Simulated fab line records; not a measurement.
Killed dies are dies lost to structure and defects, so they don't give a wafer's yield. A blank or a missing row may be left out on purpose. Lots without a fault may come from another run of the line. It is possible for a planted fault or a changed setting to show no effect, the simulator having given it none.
Matching of chambers ; flow nandHarc ; NHARC_P_M1_DESCUM_14 on rieDiel-08 has 4 sister chambers
The step chemistry O2, time 3 s. 22 wafers are shown with their chamber, then 11 later ones without.

WAFERS PAIRED WITH THEIR CHAMBERS
wafer;chamber;oesProductAu (a.u.);throttleValvePct (%);rfVppV (V)
L074.1;2;0.969;11.307;58.5
L074.5;1;0.990;11.310;57.7
L074.6;2;0.968;11.315;56.0
L076.4;3;1.009;11.323;58.1
L076.5;3;1.009;11.313;57.1
L076.6;2;0.979;11.308;57.0
L078.1;3;1.016;11.307;57.5
L078.5;2;0.987;11.323;57.9
L078.6;3;1.035;11.294;57.6
L079.1;2;0.987;11.318;58.7
L079.2;3;1.024;11.313;57.5
L079.6;3;1.027;11.314;60.0
L082.1;0;0.998;11.316;56.8
L082.4;2;0.977;11.298;57.1
L082.6;2;0.994;11.309;56.9
L084.2;3;1.020;11.300;58.2
L084.4;0;0.989;11.320;58.1
L084.6;1;0.975;11.321;57.3
L088.2;2;0.988;11.324;57.0
L088.3;1;0.972;11.306;56.1
L088.6;0;0.982;11.309;58.8
L085.1;1;0.975;11.286;58.3

SIGNATURES (averages over the wafers above)
reading;chamber 0;chamber 1;chamber 2;chamber 3;scatter within a chamber
oesProductAu;0.98967;0.97800;0.98113;1.02000;0.00912
throttleValvePct;11.31500;11.30575;11.31275;11.30914;0.01
rfVppV;57.900;57.350;57.388;58.000;0.941
Rule: for each reading, subtract the chamber's mean from the wafer's reading, divide by that reading's scatter and square the result; add these up over the readings and take the root, which gives the wafer's distance from the chamber. If the next closest chamber is less than 2 further off than the closest, the wafer can't be placed; otherwise it belongs to the closest. How the scatter is found: for the shown wafers, subtract from each reading the mean of its chamber, square and add these, divide the total by (wafers less chambers), then take the root.

WAFERS WITHOUT THEIR CHAMBER
wafer;oesProductAu (a.u.);throttleValvePct (%);rfVppV (V)
L085.2;0.978;11.286;58.0
L085.3;1.012;11.294;58.2
L086.1;1.012;11.313;58.0
L086.2;0.987;11.314;59.0
L086.5;1.009;11.317;59.4
L087.1;0.982;11.313;58.1
L087.4;0.983;11.306;57.6
L087.6;0.983;11.320;58.0
L094.1;0.993;11.319;57.6
L094.2;0.989;11.312;57.7
L094.5;0.983;11.305;57.9

WHICH CHAMBER EACH ONE RAN IN
wafer;from the rows above;in truth
L085.2;can't be placed: 1 or 2 or 0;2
L085.3;can't be placed: 3 or 0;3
L086.1;can't be placed: 3 or 0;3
L086.2;can't be placed: 0 or 2 or 1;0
L086.5;can't be placed: 3 or 0 or 2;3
L087.1;can't be placed: 2 or 0 or 1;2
L087.4;can't be placed: 1 or 2 or 0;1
L087.6;can't be placed: 0 or 2 or 1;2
L094.1;can't be placed: 0 or 2 or 1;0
L094.2;can't be placed: 0 or 2 or 1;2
L094.5;can't be placed: 1 or 2 or 0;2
Correct placement for 0 of the 11. These rows do not allow placing 11 (true chamber among the candidates in 11). 0 placed wrongly.
